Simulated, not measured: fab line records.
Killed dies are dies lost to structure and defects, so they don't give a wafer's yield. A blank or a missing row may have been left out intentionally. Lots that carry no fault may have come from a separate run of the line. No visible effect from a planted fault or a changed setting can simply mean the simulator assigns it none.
fab line records	flow n5Finfet	part 1 of 2: steps 1 to 20 of 27
record lots=5	wafers=15	lastDay=17
route steps=1938 shown BEOL_M11@1557
lots that met no fault: taken from a fault-free run of the same line
startH: the number of hours between the record's first day and the start of the first shown wafer of the lot	waitH: time in hours since the lot's previous step	" unchanged from the row above	L1.1+2: a row that stands for several wafers	- no value present, or no start provided	* or withheld: withheld	< > ~ a bound
route shown NAME@n: NAME is a module with steps in the file, n the number in the route of the first one	usual: mean/standard deviation of fault-free wafers	same: alike in all rows	chamber/n: place in a boat	sites: the reading at each site	_std_site: standard deviation of those values	_edge_site: the outer-site mean with the inner-site mean subtracted	radiusMm: for every site, how far away it sits from the centre of the wafer	mask NAME#n: copy n	behind: the most recent tool/chamber to have shaped the wafer	hold: reason for holding the lot/hours on hold/outcome of the hold	device: transistor that didn't switch, given as n, p or np	end of line: the same wafers' tests at the end of the route	for a step that has no rows: nothing shown but its recipe	killed: dies lost to structure and defects at the first sort, not the wafer's yield	map: a wafer's dies, marking killed ones x, the rest . and places with no die _
set.NAME: the setting that was run; set.NAME@STEP: the one run at that earlier step	model.NAME: the simulator's own value behind a step, which no gauge read
lots seen at some steps along the route; tables by step, rows by wafer
services: when a tool's chamber went out of use (startH, in hours from the record's first day, below 0 if earlier), for how many hours, and the reason
## steps
# step N5_BEOL_M11_HM_OPEN_17
# recipe chemistry=Cl2/BCl3	targetDepthA=200	overetchA=60	target=TiN	maskMaterial=SOC	ionEnergyEv=150	pressureMtorr=10	icpW=1000	biasW=126	Cl2_flow_sccm=53.25	bcl3FlowSccm=21.75	Ar_flow_sccm=25
# usual drypumpMotorCurrentA=5.9/0.59	mfcCl2Sccm=53.27/0.15	oes_ar_750_au=0.78/0.087	oesProductAu=0.67/0.061	throttleValvePct=22.09/0.2
lot.wafer	tool	chamber	startH	waitH	drypumpMotorCurrentA	mfcCl2Sccm	oes_ar_750_au	oesProductAu	rfHoursCounterH	throttleValvePct
L075.1	rieMetal-03	1	249.60	0.0	6.7	53.08	0.78	0.69	37	21.99
L075.3	"	1	"	"	6.7	53.19	0.78	0.69	-	21.97
L075.6	"	0	"	"	5.7	53.13	0.84	0.76	-	21.87
L082.1	rieMetal-02	0	310.20	0.0	6.6	53.33	0.93	0.75	16	21.96
L082.2	"	0	"	"	6.5	53.44	0.92	0.75	-	21.95
L082.4	"	0	"	"	6.5	53.40	0.92	0.74	-	21.96
L083.2	rieMetal-02	1	335.63	0.0	5.6	53.20	0.68	0.58	80	22.48
L083.4	"	1	"	"	5.6	53.22	0.67	0.58	-	22.46
L083.6	"	0	"	"	6.5	53.22	0.91	0.74	-	21.96
L085.1	rieMetal-02	0	351.08	0.0	6.5	53.02	0.91	0.74	20	21.93
L085.2	"	1	"	"	5.6	53.37	0.67	0.58	82	22.49
L085.5	"	1	"	"	5.6	53.28	0.67	0.57	-	22.45
L086.1	rieMetal-02	1	362.70	0.0	5.5	53.25	0.67	0.59	83	22.45
L086.4	"	1	"	"	5.5	53.27	0.67	0.59	-	22.46
L086.6	"	0	"	"	6.5	53.34	0.90	0.73	-	21.96
# step N5_BEOL_M11_STRIP_19
# recipe chemistry=O2	powerW=400	tempC=40	pressureMtorr=30	rfFrequencyHz=6e+07	biasPowerW=0	overashFraction=0.2	o2FlowSccm=225
# usual drypumpMotorCurrentA=5.6/0.44	oesProductAu=0.83/0.099	rfVppV=3.6/0.59	showerheadPlenumPTorr=2.12/0.083	throttleValvePct=16.53/0.23
lot.wafer	tool	chamber	startH	waitH	drypumpMotorCurrentA	oesProductAu	rfHoursCounterH	rfVppV	showerheadPlenumPTorr	throttleValvePct
L075.1	rieDiel-02	3	249.78	0.1	6.0	0.71	214	3.7	1.99	16.74
L075.3	"	2	"	"	5.5	0.72	212	3.6	2.17	16.63
L075.6	"	1	"	"	6.4	0.75	-	3.1	2.02	16.84
L082.1	rieDiel-05	2	310.40	0.2	5.6	0.94	21	3.1	2.26	16.53
L082.2	"	1	"	"	5.4	0.82	93	3.5	2.20	16.43
L082.4	"	0	"	"	5.6	0.90	33	3.8	2.07	16.66
L083.2	rieDiel-03	1	335.74	0.1	6.3	0.87	39	3.5	2.04	16.18
L083.4	"	0	"	"	5.1	0.68	-	4.4	2.14	16.74
L083.6	"	1	"	"	6.4	0.87	-	5.2	2.04	16.21
L085.1	rieDiel-02	1	351.29	0.2	6.4	0.72	177	4.7	2.01	16.89
L085.2	"	2	"	"	5.5	0.70	240	3.5	2.16	16.69
L085.5	"	3	"	"	6.0	0.68	-	3.2	1.98	16.80
L086.1	rieDiel-05	0	362.81	0.1	5.6	0.88	43	4.3	2.06	16.68
L086.4	"	2	"	"	5.5	0.91	32	4.1	2.25	16.56
L086.6	"	2	"	"	5.6	0.91	-	3.5	2.25	16.57
# step N5_BEOL_M11_CD_MEAS_18
# recipe pitchNm=140	targetCdNm=70
# usual cdNm=70.0/0.66
lot.wafer	tool	chamber	startH	waitH	cdNm
L075.1	cdSem-03	-	249.85	0.0	69.9
L075.3	"	-	"	"	69.3
L075.6	"	-	"	"	69.7
L082.1	cdSem-01	-	310.47	0.0	69.1
L082.2	"	-	"	"	69.9
L082.4	"	-	"	"	68.6
L083.2	cdSem-01	-	335.81	0.1	70.3
L083.4	"	-	"	"	69.7
L083.6	"	-	"	"	70.2
L085.1	cdSem-03	-	351.36	0.1	71.4
L085.2	"	-	"	"	70.4
L085.5	"	-	"	"	70.5
L086.1	cdSem-01	-	362.88	0.0	69.0
L086.4	"	-	"	"	70.1
L086.6	"	-	"	"	68.8
# step N5_BEOL_M11_COAT_63
# recipe resist=SOC	tempC=250	timeS=60	spinRpm=1500	resistThkNm=100
# usual resistLineTempC=23.02/0.098
lot.wafer	tool	chamber	startH	waitH	resistLineTempC
L075.1	lithoTrack-01	0	251.18	1.3	22.82
L075.3	"	0	"	"	23.10
L075.6	"	0	"	"	22.97
L082.1	lithoTrack-01	0	311.74	1.3	23.01
L082.2	"	0	"	"	23.09
L082.4	"	0	"	"	22.96
L083.2	lithoTrack-01	0	337.60	1.8	23.03
L083.4	"	0	"	"	23.05
L083.6	"	0	"	"	23.11
L085.1	lithoTrack-03	0	356.47	5.1	23.05
L085.2	"	0	"	"	22.96
L085.5	"	0	"	"	22.95
L086.1	lithoTrack-03	0	362.93	0.1	22.91
L086.4	"	0	"	"	22.84
L086.6	"	0	"	"	23.03
# step N5_BEOL_M11_COAT_64
# recipe resist=SiARC	tempC=220	timeS=60	spinRpm=1500	resistThkNm=30
# usual resistLineTempC=22.99/0.11
lot.wafer	tool	chamber	startH	waitH	resistLineTempC
L075.1	lithoTrack-01	0	-	-	22.68
L075.3	"	0	"	"	22.93
L075.6	"	0	"	"	22.75
L082.1	lithoTrack-01	0	-	-	22.91
L082.2	"	0	"	"	22.84
L082.4	"	0	"	"	23.01
L083.2	lithoTrack-01	0	-	-	22.99
L083.4	"	0	"	"	22.90
L083.6	"	0	"	"	23.02
L085.1	lithoTrack-03	0	-	-	22.98
L085.2	"	0	"	"	23.02
L085.5	"	0	"	"	23.07
L086.1	lithoTrack-03	0	-	-	23.26
L086.4	"	0	"	"	23.11
L086.6	"	0	"	"	22.98
# step N5_BEOL_M11_COAT_22
# recipe resist=CAR-ArF	spinRpm=1500	resistThkNm=90
# usual resistLineTempC=23.01/0.1
lot.wafer	tool	chamber	startH	waitH	resistLineTempC
L075.1	lithoTrack-01	0	-	-	22.94
L075.3	"	0	"	"	22.89
L075.6	"	0	"	"	22.90
L082.1	lithoTrack-01	0	-	-	23.02
L082.2	"	0	"	"	23.24
L082.4	"	0	"	"	23.10
L083.2	lithoTrack-01	0	-	-	23.12
L083.4	"	0	"	"	23.03
L083.6	"	0	"	"	23.02
L085.1	lithoTrack-03	0	-	-	23.05
L085.2	"	0	"	"	22.95
L085.5	"	0	"	"	23.05
L086.1	lithoTrack-03	0	-	-	23.01
L086.4	"	0	"	"	23.07
L086.6	"	0	"	"	23.06
# step N5_BEOL_M11_EBR_24
# recipe solvent=PGMEA	ebrWidthMm=1.5
# usual resistLineTempC=22.99/0.13
lot.wafer	tool	chamber	startH	waitH	resistLineTempC
L075.1	lithoTrack-01	0	-	-	23.04
L075.3	"	0	"	"	23.00
L075.6	"	0	"	"	22.92
L082.1	lithoTrack-01	0	-	-	23.16
L082.2	"	0	"	"	23.18
L082.4	"	0	"	"	23.14
L083.2	lithoTrack-01	0	-	-	22.89
L083.4	"	0	"	"	22.89
L083.6	"	0	"	"	23.03
L085.1	lithoTrack-03	0	-	-	22.88
L085.2	"	0	"	"	22.93
L085.5	"	0	"	"	23.03
L086.1	lithoTrack-03	0	-	-	22.89
L086.4	"	0	"	"	22.67
L086.6	"	0	"	"	22.86
# step N5_BEOL_M11_SOFTBAKE_23
# recipe tempC=110	timeS=60	resist=CAR-ArF
# usual resistLineTempC=23.01/0.094
lot.wafer	tool	chamber	startH	waitH	resistLineTempC
L075.1	lithoTrack-01	0	-	-	23.09
L075.3	"	0	"	"	23.10
L075.6	"	0	"	"	22.95
L082.1	lithoTrack-01	0	-	-	23.11
L082.2	"	0	"	"	23.11
L082.4	"	0	"	"	23.13
L083.2	lithoTrack-01	0	-	-	23.03
L083.4	"	0	"	"	22.93
L083.6	"	0	"	"	23.03
L085.1	lithoTrack-03	0	-	-	23.15
L085.2	"	0	"	"	23.04
L085.5	"	0	"	"	23.01
L086.1	lithoTrack-03	0	-	-	22.84
L086.4	"	0	"	"	23.01
L086.6	"	0	"	"	23.09
# step N5_BEOL_M11_EXPOSE_25
# recipe maskId=V10	na=1.35	sourceShape=annular	sigmaInner=0.5	sigmaOuter=0.8	polarization=unpolarized	doseMj=85.5
lot.wafer	tool	chamber	startH	waitH	mask
L075.1+3+6	arfiScanner-03	0	251.43	-	V10#0
L082.1+2+4	arfiScanner-02	0	311.85	-	V10#0
L083.2+4+6	arfiScanner-01	0	337.85	-	V10#0
L085.1+2+5	arfiScanner-03	0	356.76	-	V10#0
L086.1+4+6	arfiScanner-01	0	363.18	-	V10#0
# step N5_BEOL_M11_PEB_26
# recipe pebTempC=withheld	pebTimeS=60	resist=CAR-ArF
# usual resistLineTempC=23.00/0.12
lot.wafer	tool	chamber	startH	waitH	resistLineTempC
L075.1	lithoTrack-03	0	251.49	0.1	22.92
L075.3	"	0	"	"	23.01
L075.6	"	0	"	"	22.97
L082.1	lithoTrack-01	0	311.92	0.1	22.99
L082.2	"	0	"	"	23.00
L082.4	"	0	"	"	23.00
L083.2	lithoTrack-05	0	337.91	0.1	22.90
L083.4	"	0	"	"	23.12
L083.6	"	0	"	"	23.25
L085.1	lithoTrack-05	0	356.82	0.1	23.22
L085.2	"	0	"	"	22.99
L085.5	"	0	"	"	23.07
L086.1	lithoTrack-03	0	363.24	0.1	22.91
L086.4	"	0	"	"	22.83
L086.6	"	0	"	"	22.92
# step N5_BEOL_M11_DEVELOP_27
# recipe developTimeS=30	developer=TMAH	resist=CAR-ArF	rinseLiquid=diw	dry=airSpin	devTempC=23
# usual resistLineTempC=22.99/0.11
lot.wafer	tool	chamber	startH	waitH	resistLineTempC
L075.1	lithoTrack-03	0	-	-	23.01
L075.3	"	0	"	"	23.15
L075.6	"	0	"	"	22.96
L082.1	lithoTrack-01	0	-	-	22.91
L082.2	"	0	"	"	22.82
L082.4	"	0	"	"	22.98
L083.2	lithoTrack-05	0	-	-	22.96
L083.4	"	0	"	"	22.90
L083.6	"	0	"	"	22.91
L085.1	lithoTrack-05	0	-	-	23.15
L085.2	"	0	"	"	22.96
L085.5	"	0	"	"	22.99
L086.1	lithoTrack-03	0	-	-	23.01
L086.4	"	0	"	"	23.14
L086.6	"	0	"	"	23.04
# step N5_BEOL_M11_CD_MEAS_28
# recipe targetCdNm=70	landingEnergyEv=500	detector=seInlens	polarity=opening
# usual cdNm=70.1/1
lot.wafer	tool	chamber	startH	waitH	cdNm
L075.1	cdSem-02	0	251.56	-	69.2
L075.3	"	0	"	"	71.5
L075.6	"	0	"	"	69.7
L082.1	cdSem-01	0	311.98	-	70.4
L082.2	"	0	"	"	69.7
L082.4	"	0	"	"	69.7
L083.2	cdSem-01	0	337.98	-	71.1
L083.4	"	0	"	"	68.6
L083.6	"	0	"	"	70.4
L085.1	cdSem-02	0	356.89	-	70.2
L085.2	"	0	"	"	68.9
L085.5	"	0	"	"	68.1
L086.1	cdSem-02	0	363.31	-	69.4
L086.4	"	0	"	"	69.6
L086.6	"	0	"	"	70.4
# step N5_BEOL_M11_OVL_MEAS_29
# recipe pointsPerWafer=44
# usual V10_OVL=0.1/0.61
lot.wafer	tool	chamber	startH	waitH	V10_OVL[nm]
L075.1	overlay-02	0	251.59	0.0	0.9
L075.3	"	0	"	"	-0.6
L075.6	"	0	"	"	-0.6
L082.1	overlay-01	0	312.02	0.0	-0.4
L082.2	"	0	"	"	-0.1
L082.4	"	0	"	"	-0.8
L083.2	overlay-01	0	338.01	0.0	-0.8
L083.4	"	0	"	"	-0.7
L083.6	"	0	"	"	-0.4
L085.1	overlay-01	0	356.92	0.0	1.2
L085.2	"	0	"	"	1.0
L085.5	"	0	"	"	1.1
L086.1	overlay-02	0	363.34	0.0	0.2
L086.4	"	0	"	"	0.0
L086.6	"	0	"	"	0.0
# step N5_BEOL_M11_INSPECT_30
# recipe mode=adi	inspectInstrument=brightfield
# usual rawDefectCount=427/87
lot.wafer	tool	chamber	startH	waitH	rawDefectCount
L075.1	defectInspect-02	-	251.61	0.0	308
L075.3	"	-	"	"	427
L075.6	"	-	"	"	399
L082.1	defectInspect-01	-	312.05	0.0	480
L082.2	"	-	"	"	385
L082.4	"	-	"	"	451
L083.2	defectInspect-01	-	338.03	0.0	373
L083.4	"	-	"	"	362
L083.6	"	-	"	"	313
L085.1	defectInspect-02	-	356.94	0.0	346
L085.2	"	-	"	"	375
L085.5	"	-	"	"	460
L086.1	defectInspect-02	-	363.36	0.0	517
L086.4	"	-	"	"	432
L086.6	"	-	"	"	424
# step N5_BEOL_M11_DESCUM_33
# recipe chemistry=O2	timeS=7.9	sourcePowerW=50	biasPowerW=20	pressureMtorr=20	rfFrequencyHz=2.712e+07	tempC=40	resist=CAR-ArF	o2FlowSccm=225
# usual drypumpMotorCurrentA=5.7/0.47	oesProductAu=0.81/0.096	rfVppV=243.2/1.4	showerheadPlenumPTorr=2.10/0.074	throttleValvePct=20.25/0.23
lot.wafer	tool	chamber	startH	waitH	drypumpMotorCurrentA	oesProductAu	rfHoursCounterH	rfVppV	showerheadPlenumPTorr	throttleValvePct
L075.1	rieDiel-02	3	251.65	0.0	6.0	0.71	214	240.6	1.98	20.44
L075.3	"	2	"	"	5.6	0.72	212	243.3	2.17	20.33
L075.6	"	2	"	"	5.6	0.73	-	245.0	2.17	20.34
L082.1	rieDiel-05	0	312.08	0.0	5.6	0.92	33	243.2	2.06	20.45
L082.2	"	3	"	"	4.9	0.98	5	243.4	2.14	20.13
L082.4	"	2	"	"	5.6	0.94	22	244.2	2.25	20.37
L083.2	rieDiel-03	1	338.07	0.0	6.3	0.87	41	241.0	2.04	19.94
L083.4	"	0	"	"	5.1	0.68	-	244.8	2.14	20.45
L083.6	"	3	"	"	5.2	0.78	-	244.1	2.10	20.17
L085.1	rieDiel-05	3	356.97	0.0	4.9	0.95	14	245.8	2.14	20.17
L085.2	"	1	"	"	5.4	0.80	101	244.3	2.19	20.13
L085.5	"	0	"	"	5.6	0.89	-	242.5	2.06	20.48
L086.1	rieDiel-05	3	363.40	0.0	5.0	0.93	15	242.9	2.14	20.14
L086.4	"	0	"	"	5.6	0.88	44	241.2	2.06	20.49
L086.6	"	1	"	"	5.5	0.81	-	244.4	2.19	20.13
# step N5_BEOL_M11_ETCH_65
# recipe chemistry=CF4	target=SiARC	targetDepthA=390	maskMaterial=CAR-ArF	timeS=65	ionEnergyEv=80	pressureMtorr=40	sourceW=545	biasW=36	Ar_flow_sccm=100	cf4FlowSccm=100	ends=cleared
# usual drypumpMotorCurrentA=5.7/0.47	etchRfOnTimeS=65.3/1.7	oesProductAu=0.69/0.082	rfVppV=184.3/1.2	showerheadPlenumPTorr=2.15/0.066	throttleValvePct=15.47/0.26
lot.wafer	tool	chamber	startH	waitH	drypumpMotorCurrentA	etchRfOnTimeS	oesProductAu	rfHoursCounterH	rfVppV	showerheadPlenumPTorr	throttleValvePct
L075.1	rieDiel-02	3	251.68	0.0	6.0	66.8	0.61	214	183.1	2.05	15.80
L075.3	"	2	"	"	5.5	66.3	0.61	212	184.6	2.19	15.48
L075.6	"	2	"	"	5.6	67.8	0.60	-	185.2	2.19	15.48
L082.1	rieDiel-05	0	312.12	0.0	5.6	64.2	0.77	33	184.2	2.09	15.48
L082.2	"	3	"	"	4.9	65.6	0.82	5	185.5	2.19	15.23
L082.4	"	2	"	"	5.6	62.3	0.80	22	184.7	2.28	15.35
L083.2	rieDiel-03	1	338.10	0.0	6.4	64.0	0.74	41	185.1	2.09	15.13
L083.4	"	0	"	"	5.1	63.8	0.60	-	184.4	2.19	15.73
L083.6	"	3	"	"	5.1	65.5	0.67	-	183.7	2.17	15.49
L085.1	rieDiel-05	3	357.01	0.0	5.0	67.8	0.79	14	185.6	2.18	15.25
L085.2	"	1	"	"	5.4	64.3	0.69	101	186.3	2.25	15.46
L085.5	"	0	"	"	5.6	65.0	0.75	-	184.6	2.09	15.48
L086.1	rieDiel-05	3	363.43	0.0	5.0	67.1	0.78	15	185.1	2.18	15.27
L086.4	"	0	"	"	5.6	65.5	0.75	44	184.9	2.09	15.50
L086.6	"	1	"	"	5.4	63.7	0.70	-	184.8	2.25	15.47
# step N5_BEOL_M11_ETCH_66
# recipe chemistry=N2/H2	target=SOC	targetDepthA=1200	overetchA=240	maskMaterial=SiARC	tempC=40	timeS=180	ionEnergyEv=200	pressureMtorr=30	sourceW=840	biasW=150	n2FlowSccm=200	h2FlowSccm=200
# usual drypumpMotorCurrentA=5.7/0.48	oesProductAu=0.65/0.072	rfVppV=524.2/2.7	showerheadPlenumPTorr=2.54/0.093	throttleValvePct=17.60/0.2
lot.wafer	tool	chamber	startH	waitH	drypumpMotorCurrentA	oesProductAu	rfHoursCounterH	rfVppV	showerheadPlenumPTorr	throttleValvePct
L075.1	rieDiel-02	3	251.73	0.0	6.0	0.58	214	521.4	2.39	17.67
L075.3	"	2	"	"	5.6	0.58	212	525.9	2.62	17.76
L075.6	"	2	"	"	5.6	0.58	-	525.6	2.62	17.77
L082.1	rieDiel-05	0	312.17	0.0	5.6	0.72	33	521.8	2.49	17.66
L082.2	"	3	"	"	4.9	0.79	5	526.4	2.58	17.30
L082.4	"	2	"	"	5.6	0.74	22	529.0	2.69	17.48
L083.2	rieDiel-03	1	338.15	0.0	6.4	0.70	41	522.5	2.47	17.29
L083.4	"	0	"	"	5.1	0.56	-	526.7	2.60	17.78
L083.6	"	3	"	"	5.2	0.63	-	524.7	2.57	17.72
L085.1	rieDiel-05	3	357.06	0.0	4.9	0.75	14	526.0	2.57	17.29
L085.2	"	1	"	"	5.4	0.65	101	528.2	2.67	17.51
L085.5	"	0	"	"	5.6	0.70	-	522.4	2.48	17.69
L086.1	rieDiel-05	3	363.48	0.0	5.0	0.75	15	525.9	2.57	17.32
L086.4	"	0	"	"	5.6	0.72	44	521.9	2.48	17.67
L086.6	"	1	"	"	5.4	0.65	-	526.8	2.67	17.48
# step N5_BEOL_M11_STRIP_69
# recipe chemistry=N2/H2	tempC=40	n2FlowSccm=200	h2FlowSccm=200	rfFrequencyHz=6e+07
lot.wafer	tool	chamber	startH	waitH
L075.1+3+6	rieDiel-02	3,2,2	251.85	0.1
L082.1+2+4	rieDiel-05	0,3,2	312.28	0.1
L083.2+4+6	rieDiel-03	1,0,3	338.26	0.1
L085.1+2+5	rieDiel-05	3,1,0	357.17	0.1
L086.1+4+6	rieDiel-05	3,0,1	363.60	0.1
# step N5_BEOL_M11_VIA_ETCH_34
# recipe chemistry=C4F6/O2	target=SiCOH_lowk	targetDepthA=1845	maskMaterial=SOC	taperDeg=4	timeS=69.2	ionEnergyEv=250	pressureMtorr=30	sourceW=345	biasW=185	Ar_flow_sccm=300	C4F6_flow_sccm=10	O2_flow_sccm=10
# usual drypumpMotorCurrentA=5.7/0.48	oes_ar_750_au=0.80/0.091	oes_f_703_au=0.80/0.092	oes_o_777_au=0.80/0.092	oesProductAu=0.80/0.096	rfVppV=674/8.2	showerheadPlenumPTorr=2.86/0.091	throttleValvePct=20.75/0.24
lot.wafer	tool	chamber	startH	waitH	drypumpMotorCurrentA	oes_ar_750_au	oes_f_703_au	oes_o_777_au	oesProductAu	rfHoursCounterH	rfVppV	showerheadPlenumPTorr	throttleValvePct
L075.1	rieDiel-02	3	251.86	0.0	6.0	0.72	0.72	0.71	0.70	214	664	2.72	21.04
L075.3	"	2	"	"	5.6	0.71	0.71	0.71	0.70	212	671	2.90	20.60
L075.6	"	2	"	"	5.6	0.71	0.70	0.72	0.70	-	673	2.90	20.61
L082.1	rieDiel-05	0	312.29	0.0	5.6	0.89	0.90	0.91	0.89	33	660	2.78	20.76
L082.2	"	3	"	"	4.9	0.95	0.93	0.93	0.97	5	685	2.91	20.63
L082.4	"	2	"	"	5.6	0.92	0.92	0.93	0.93	22	677	3.03	20.71
L083.2	rieDiel-03	1	338.27	0.0	6.4	0.87	0.88	0.86	0.87	41	664	2.79	20.47
L083.4	"	0	"	"	5.1	0.69	0.71	0.70	0.69	-	682	2.90	20.89
L083.6	"	3	"	"	5.2	0.77	0.75	0.74	0.79	-	685	2.89	20.88
L085.1	rieDiel-05	3	357.18	0.0	5.0	0.92	0.90	0.92	0.94	14	684	2.91	20.62
L085.2	"	1	"	"	5.4	0.81	0.81	0.81	0.81	102	682	3.00	20.81
L085.5	"	0	"	"	5.6	0.88	0.88	0.90	0.88	-	657	2.77	20.77
L086.1	rieDiel-05	3	363.61	0.0	4.9	0.92	0.90	0.91	0.95	15	683	2.91	20.65
L086.4	"	0	"	"	5.6	0.87	0.88	0.89	0.88	44	658	2.77	20.81
L086.6	"	1	"	"	5.4	0.81	0.80	0.81	0.81	-	680	3.00	20.83
# step N5_BEOL_M11_STRIP_73
# recipe chemistry=C4F6/O2	resist=SiARC	rfFrequencyHz=6e+07
lot.wafer	tool	chamber	startH	waitH
L075.1+3+6	rieDiel-02	3,2,2	251.91	0.0
L082.1+2+4	rieDiel-05	0,3,2	312.34	0.0
L083.2+4+6	rieDiel-03	1,0,3	338.33	0.0
L085.1+2+5	rieDiel-05	3,1,0	357.24	0.0
L086.1+4+6	rieDiel-05	3,0,1	363.66	0.0
